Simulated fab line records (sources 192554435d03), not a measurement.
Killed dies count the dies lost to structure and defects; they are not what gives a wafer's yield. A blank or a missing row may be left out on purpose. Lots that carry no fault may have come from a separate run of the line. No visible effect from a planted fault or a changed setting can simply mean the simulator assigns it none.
The tool behind it: which one? / flow n5-finfet / Sampling: 10 lots, 28 wafers, 6 of 1938 route steps

WHAT THE GAUGES SHOWED, per wafer
N5_BEOL_M1_INSPECT_59: inspects for defects (darkfield).
lot=L740; measured=day 6 23:43; on=defect-inspect-01; raw-defect-count=58 99 50
lot=L741; measured=day 7 14:49; on=defect-inspect-02; raw-defect-count=100 96 52
lot=L743; measured=day 8 06:52; on=defect-inspect-02; raw-defect-count=72 63 90
lot=L745; measured=day 8 15:10; on=defect-inspect-02; raw-defect-count=139 85 118
lot=L748; measured=day 9 13:15; on=defect-inspect-02; raw-defect-count=83 105 99
lot=L750; measured=day 9 13:37; on=defect-inspect-02; raw-defect-count=30 68 52
lot=L754; measured=day 10 19:23; on=defect-inspect-02; raw-defect-count=57 1622
lot=L757; measured=day 11 13:36; on=defect-inspect-01; raw-defect-count=1478 50
lot=L761; measured=day 12 07:06; on=defect-inspect-01; raw-defect-count=92 121 126
lot=L760; measured=day 12 08:15; on=defect-inspect-01; raw-defect-count=67 81 81

N5_BEOL_M4_RC_MEAS_101.
lot=L740; measured=day 11 05:18; on=prober-02; DIBL_N (mV/V)=36.0 36.3 36.3; DIBL_P (mV/V)=34 36 35; IOFF_N (nA/um)=0.14 0.17 0.15; IOFF_P (nA/um)=0.20 0.24 0.24; ION_N (uA/um)=676 692 691; ION_P (uA/um)=465 472 474; SS_N (mV/dec)=71.2 71.6 71.2; SS_P (mV/dec)=72.9 73.4 72.7; VT_N (mV)=248 244 249; VT_P (mV)=-250 -246 -248
lot=L741; measured=day 11 17:44; on=prober-01; DIBL_N (mV/V)=37.3 36.6 36.6; DIBL_P (mV/V)=39 36 38; IOFF_N (nA/um)=0.21 0.16 0.18; IOFF_P (nA/um)=0.29 0.23 0.29; ION_N (uA/um)=708 683 682; ION_P (uA/um)=478 467 476; SS_N (mV/dec)=71.3 72.1 70.9; SS_P (mV/dec)=74.5 73.8 74.0; VT_N (mV)=242 248 243; VT_P (mV)=-242 -246 -243
lot=L743; measured=day 12 09:07; on=prober-02; DIBL_N (mV/V)=34.7 33.9 34.8; DIBL_P (mV/V)=34 33 35; IOFF_N (nA/um)=0.13 0.12 0.13; IOFF_P (nA/um)=0.22 0.19 0.23; ION_N (uA/um)=659 661 674; ION_P (uA/um)=464 461 475; SS_N (mV/dec)=71.6 71.3 71.1; SS_P (mV/dec)=73.4 72.3 72.6; VT_N (mV)=251 253 255; VT_P (mV)=-247 -251 -246
lot=L745; measured=day 12 01:53; on=prober-02; DIBL_N (mV/V)=37.1 38.0 34.7; DIBL_P (mV/V)=39 41 37; IOFF_N (nA/um)=0.18 0.21 0.14; IOFF_P (nA/um)=0.24 0.29 0.21; ION_N (uA/um)=674 686 667; ION_P (uA/um)=463 476 463; SS_N (mV/dec)=72.0 71.8 70.5; SS_P (mV/dec)=74.2 74.3 73.3; VT_N (mV)=250 249 252; VT_P (mV)=-248 -247 -247
lot=L748; measured=day 14 00:48; on=prober-02; DIBL_N (mV/V)=35.7 35.8 34.1; DIBL_P (mV/V)=36 39 35; IOFF_N (nA/um)=0.15 0.15 0.13; IOFF_P (nA/um)=0.21 0.27 0.20; ION_N (uA/um)=657 663 658; ION_P (uA/um)=456 469 461; SS_N (mV/dec)=70.7 71.8 71.4; SS_P (mV/dec)=73.2 73.0 72.5; VT_N (mV)=250 251 253; VT_P (mV)=-249 -248 -252
lot=L750; measured=day 13 12:31; on=prober-02; DIBL_N (mV/V)=36.7 35.2 37.4; DIBL_P (mV/V)=38 37 39; IOFF_N (nA/um)=0.18 0.16 0.19; IOFF_P (nA/um)=0.25 0.24 0.26; ION_N (uA/um)=675 693 671; ION_P (uA/um)=469 476 461; SS_N (mV/dec)=71.2 70.9 71.9; SS_P (mV/dec)=73.2 74.2 74.3; VT_N (mV)=246 249 248; VT_P (mV)=-249 -247 -249
lot=L754; measured=day 15 06:35; on=prober-01; DIBL_N (mV/V)=38.9; DIBL_P (mV/V)=39; IOFF_N (nA/um)=0.21; IOFF_P (nA/um)=0.29; ION_N (uA/um)=685; ION_P (uA/um)=470; SS_N (mV/dec)=72.4; SS_P (mV/dec)=73.9; VT_N (mV)=247; VT_P (mV)=-243
lot=L757; measured=day 15 13:26; on=prober-01; DIBL_N (mV/V)=35.1; DIBL_P (mV/V)=38; IOFF_N (nA/um)=0.15; IOFF_P (nA/um)=0.21; ION_N (uA/um)=669; ION_P (uA/um)=460; SS_N (mV/dec)=71.3; SS_P (mV/dec)=73.4; VT_N (mV)=251; VT_P (mV)=-251
lot=L761; measured=day 16 15:21; on=prober-02; DIBL_N (mV/V)=39.7 40.2 38.0; DIBL_P (mV/V)=42 42 39; IOFF_N (nA/um)=0.26 0.25 0.22; IOFF_P (nA/um)=0.32 0.33 0.26; ION_N (uA/um)=694 682 681; ION_P (uA/um)=474 475 466; SS_N (mV/dec)=72.8 72.6 72.4; SS_P (mV/dec)=75.2 74.5 74.2; VT_N (mV)=241 246 245; VT_P (mV)=-245 -245 -246
lot=L760; measured=day 16 07:49; on=prober-02; DIBL_N (mV/V)=36.5 37.0 38.3; DIBL_P (mV/V)=39 39 41; IOFF_N (nA/um)=0.19 0.19 0.23; IOFF_P (nA/um)=0.26 0.26 0.30; ION_N (uA/um)=704 674 700; ION_P (uA/um)=484 462 477; SS_N (mV/dec)=71.2 72.0 71.3; SS_P (mV/dec)=74.6 73.8 74.7; VT_N (mV)=244 248 245; VT_P (mV)=-243 -248 -248

WHICH TOOL RAN EACH LOT (tool, then ch and the chambers of the sampled wafers, then the start)
lot=L740; N5_BEOL_M1_SPUTTER_86=pvd-sputter-01, day 6 21:32; N5_BEOL_M1_SPUTTER_94=pvd-sputter-01, day 6 22:25; N5_BEOL_M1_ANNEAL_51=rtp-anneal-01 ch 0, day 6 22:50; N5_BEOL_M1_CMP_52=cmp-02 ch 2,3, day 6 23:08
lot=L741; N5_BEOL_M1_SPUTTER_86=pvd-sputter-01, day 7 12:38; N5_BEOL_M1_SPUTTER_94=pvd-sputter-01, day 7 13:31; N5_BEOL_M1_ANNEAL_51=rtp-anneal-01 ch 0, day 7 14:02; N5_BEOL_M1_CMP_52=cmp-02 ch 0,1, day 7 14:14
lot=L743; N5_BEOL_M1_SPUTTER_86=pvd-sputter-02, day 8 04:42; N5_BEOL_M1_SPUTTER_94=pvd-sputter-02, day 8 05:35; N5_BEOL_M1_ANNEAL_51=rtp-anneal-01 ch 0, day 8 06:02; N5_BEOL_M1_CMP_52=cmp-04 ch 1,2,3, day 8 06:20
lot=L745; N5_BEOL_M1_SPUTTER_86=pvd-sputter-02, day 8 12:48; N5_BEOL_M1_SPUTTER_94=pvd-sputter-02, day 8 13:41; N5_BEOL_M1_ANNEAL_51=rtp-anneal-02 ch 0, day 8 14:17; N5_BEOL_M1_CMP_52=cmp-04 ch 0,1,2, day 8 14:35
lot=L748; N5_BEOL_M1_SPUTTER_86=pvd-sputter-02, day 9 11:03; N5_BEOL_M1_SPUTTER_94=pvd-sputter-02, day 9 11:56; N5_BEOL_M1_ANNEAL_51=rtp-anneal-01 ch 0, day 9 12:23; N5_BEOL_M1_CMP_52=cmp-04 ch 1,2,3, day 9 12:43
lot=L750; N5_BEOL_M1_SPUTTER_86=pvd-sputter-01, day 9 11:08; N5_BEOL_M1_SPUTTER_94=pvd-sputter-01, day 9 12:01; N5_BEOL_M1_ANNEAL_51=rtp-anneal-02 ch 0, day 9 12:46; N5_BEOL_M1_CMP_52=cmp-02 ch 0,1, day 9 12:59
lot=L754; N5_BEOL_M1_SPUTTER_86=pvd-sputter-02, day 10 17:13; N5_BEOL_M1_SPUTTER_94=pvd-sputter-02, day 10 18:06; N5_BEOL_M1_ANNEAL_51=rtp-anneal-01 ch 0, day 10 18:34; N5_BEOL_M1_CMP_52=cmp-04 ch 2,3, day 10 18:53
lot=L757; N5_BEOL_M1_SPUTTER_86=pvd-sputter-02, day 11 11:00; N5_BEOL_M1_SPUTTER_94=pvd-sputter-02, day 11 11:53; N5_BEOL_M1_ANNEAL_51=rtp-anneal-01 ch 0, day 11 12:53; N5_BEOL_M1_CMP_52=cmp-04 ch 1,2, day 11 13:10
lot=L761; N5_BEOL_M1_SPUTTER_86=pvd-sputter-02, day 12 04:55; N5_BEOL_M1_SPUTTER_94=pvd-sputter-02, day 12 05:48; N5_BEOL_M1_ANNEAL_51=rtp-anneal-01 ch 0, day 12 06:14; N5_BEOL_M1_CMP_52=cmp-01 ch 1,2,3, day 12 06:31
lot=L760; N5_BEOL_M1_SPUTTER_86=pvd-sputter-03, day 12 06:04; N5_BEOL_M1_SPUTTER_94=pvd-sputter-03, day 12 06:56; N5_BEOL_M1_ANNEAL_51=rtp-anneal-02 ch 0, day 12 07:25; N5_BEOL_M1_CMP_52=cmp-02 ch 1,2,3, day 12 07:40
- N5_BEOL_M1_SPUTTER_86: material Cu, target thk 4.5 nm, time 8.29 s.
- N5_BEOL_M1_SPUTTER_94: material Cu, target thk 4.5 nm, time 8.29 s.
- N5_BEOL_M1_ANNEAL_51: time 90 s.
- N5_BEOL_M1_CMP_52: polishes, stops on SiOC, t overpolish 6.8 s, target thk 40 nm.

AS READ BY THE TOOLS THEMSELVES (means over the sampled wafers that have a number; for cases with no such wafer, the mark the record gives instead)
N5_BEOL_M1_SPUTTER_86.
lot=L740; tool=pvd-sputter-01; chuck-gas-flow-sccm (sccm)=1.27; throttle-valve-pct (%)=30.1
lot=L741; tool=pvd-sputter-01; chuck-gas-flow-sccm (sccm)=1.26; throttle-valve-pct (%)=30.8
lot=L743; tool=pvd-sputter-02; chuck-gas-flow-sccm (sccm)=1.23; throttle-valve-pct (%)=30.0
lot=L745; tool=pvd-sputter-02; chuck-gas-flow-sccm (sccm)=1.25; throttle-valve-pct (%)=30.4
lot=L748; tool=pvd-sputter-02; chuck-gas-flow-sccm (sccm)=1.27; throttle-valve-pct (%)=29.6
lot=L750; tool=pvd-sputter-01; chuck-gas-flow-sccm (sccm)=1.27; throttle-valve-pct (%)=30.3
lot=L754; tool=pvd-sputter-02; chuck-gas-flow-sccm (sccm)=1.33; throttle-valve-pct (%)=30.1
lot=L757; tool=pvd-sputter-02; chuck-gas-flow-sccm (sccm)=1.31; throttle-valve-pct (%)=30.4
lot=L761; tool=pvd-sputter-02; chuck-gas-flow-sccm (sccm)=1.29; throttle-valve-pct (%)=30.6
lot=L760; tool=pvd-sputter-03; chuck-gas-flow-sccm (sccm)=1.21; throttle-valve-pct (%)=31.0

N5_BEOL_M1_SPUTTER_94.
lot=L740; tool=pvd-sputter-01; chuck-gas-flow-sccm (sccm)=1.22; throttle-valve-pct (%)=30.4
lot=L741; tool=pvd-sputter-01; chuck-gas-flow-sccm (sccm)=1.31; throttle-valve-pct (%)=30.7
lot=L743; tool=pvd-sputter-02; chuck-gas-flow-sccm (sccm)=1.29; throttle-valve-pct (%)=29.9
lot=L745; tool=pvd-sputter-02; chuck-gas-flow-sccm (sccm)=1.24; throttle-valve-pct (%)=30.3
lot=L748; tool=pvd-sputter-02; chuck-gas-flow-sccm (sccm)=1.28; throttle-valve-pct (%)=29.7
lot=L750; tool=pvd-sputter-01; chuck-gas-flow-sccm (sccm)=1.26; throttle-valve-pct (%)=30.2
lot=L754; tool=pvd-sputter-02; chuck-gas-flow-sccm (sccm)=1.29; throttle-valve-pct (%)=29.9
lot=L757; tool=pvd-sputter-02; chuck-gas-flow-sccm (sccm)=1.23; throttle-valve-pct (%)=30.4
lot=L761; tool=pvd-sputter-02; chuck-gas-flow-sccm (sccm)=1.28; throttle-valve-pct (%)=30.5
lot=L760; tool=pvd-sputter-03; chuck-gas-flow-sccm (sccm)=1.22; throttle-valve-pct (%)=31.0

N5_BEOL_M1_ANNEAL_51.
lot=L740 tool=rtp-anneal-01 wafer_temp_C_max=225.92
lot=L741 tool=rtp-anneal-01 wafer_temp_C_max=225.75
lot=L743 tool=rtp-anneal-01 wafer_temp_C_max=225.88
lot=L745 tool=rtp-anneal-02 wafer_temp_C_max=225.94
lot=L748 tool=rtp-anneal-01 wafer_temp_C_max=225.93
lot=L750 tool=rtp-anneal-02 wafer_temp_C_max=225.98
lot=L754 tool=rtp-anneal-01 wafer_temp_C_max=225.81
lot=L757 tool=rtp-anneal-01 wafer_temp_C_max=226.03
lot=L761 tool=rtp-anneal-01 wafer_temp_C_max=225.93
lot=L760 tool=rtp-anneal-02 wafer_temp_C_max=226.18

N5_BEOL_M1_CMP_52.
lot=L740; tool=cmp-02; barrier-field-endpoint-s (s)=24.1; motor-current-A (A)=6.5; overpolish-run-s (s)=6.792; slurry-flow-ml-min=149.9; time-to-endpoint-s (s)=60
lot=L741; tool=cmp-02; barrier-field-endpoint-s (s)=25.4; motor-current-A (A)=6.6; overpolish-run-s (s)=6.790; slurry-flow-ml-min=150.0; time-to-endpoint-s (s)=67
lot=L743; tool=cmp-04; barrier-field-endpoint-s (s)=23.9; motor-current-A (A)=6.1; overpolish-run-s (s)=6.807; slurry-flow-ml-min=149.8; time-to-endpoint-s (s)=62
lot=L745; tool=cmp-04; barrier-field-endpoint-s (s)=23.8; motor-current-A (A)=6.2; overpolish-run-s (s)=6.803; slurry-flow-ml-min=149.7; time-to-endpoint-s (s)=63
lot=L748; tool=cmp-04; barrier-field-endpoint-s (s)=24.1; motor-current-A (A)=5.9; overpolish-run-s (s)=6.798; slurry-flow-ml-min=150.1; time-to-endpoint-s (s)=60
lot=L750; tool=cmp-02; barrier-field-endpoint-s (s)=25.5; motor-current-A (A)=6.6; overpolish-run-s (s)=6.807; slurry-flow-ml-min=149.9; time-to-endpoint-s (s)=63
lot=L754; tool=cmp-04; barrier-field-endpoint-s (s)=32.6; motor-current-A (A)=6.1; overpolish-run-s (s)=3.417; slurry-flow-ml-min=149.9; time-to-endpoint-s (s)=72
lot=L757; tool=cmp-04; barrier-field-endpoint-s (s)=32.8; motor-current-A (A)=6.2; overpolish-run-s (s)=3.430; slurry-flow-ml-min=149.9; time-to-endpoint-s (s)=71
lot=L761; tool=cmp-01; barrier-field-endpoint-s (s)=23.7; motor-current-A (A)=6.4; overpolish-run-s (s)=6.804; slurry-flow-ml-min=150.2; time-to-endpoint-s (s)=61
lot=L760; tool=cmp-02; barrier-field-endpoint-s (s)=24.4; motor-current-A (A)=6.3; overpolish-run-s (s)=6.799; slurry-flow-ml-min=150.2; time-to-endpoint-s (s)=60

THE ANSWER, worked out from the rows above alone
Rule: usual is defined by the lots themselves. The widest of any qualifying gaps counts: lots, ordered by their means at a reading, are off when they make up no more than a third of the lots, leave a main group of 4 or more, and stand apart from it by 3 or more times the standard deviation of that group's means. A main group is skipped when, at the precision printed for the reading in the tables above, its means are all equal. Also off: a lot with no number at a reading for which 4 or more lots have one. Any other lot the step has rows for is counted as sound. First the gauges in route order, then the tools' own readings, where a lot's mean is used as printed above. The first step at which some lot is off is used, and at that step the reading that is off furthest; a lot without a number counts as furthest.
Off: L754, L757, at N5_BEOL_M1_INSPECT_59 (raw-defect-count). Mean 84 and standard deviation 21 in the main group.
A tool fits if, at a process step before that reading, it ran every lot that is off, and no sound lot after the first of them. Not tried: the gauges at N5_BEOL_M1_INSPECT_59; whatever is off there is also off at N5_BEOL_M1_CMP_52, on other tools, and gauge error can't account for it. One candidate fits, namely cmp-04 at N5_BEOL_M1_CMP_52. Its last sound lot is L748 (day 9 12:43), its first lot that is off L754 (day 10 18:53): a fault that began between those two fits.
The tool's own readings at N5_BEOL_M1_CMP_52 bear it out: on the lots that are off they differ by more than 5 times the standard deviation of the sound lots' means. barrier-field-endpoint-s reads 32.7 s there against 24.4 s on the sound lots; overpolish-run-s reads 3.423 s there against 6.800 s on the sound lots.

WHAT HAD BEEN PUT IN BY THE SIMULATOR
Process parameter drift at N5_BEOL_M1_CMP_52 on cmp-04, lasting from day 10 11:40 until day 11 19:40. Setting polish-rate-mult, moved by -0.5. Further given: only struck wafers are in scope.
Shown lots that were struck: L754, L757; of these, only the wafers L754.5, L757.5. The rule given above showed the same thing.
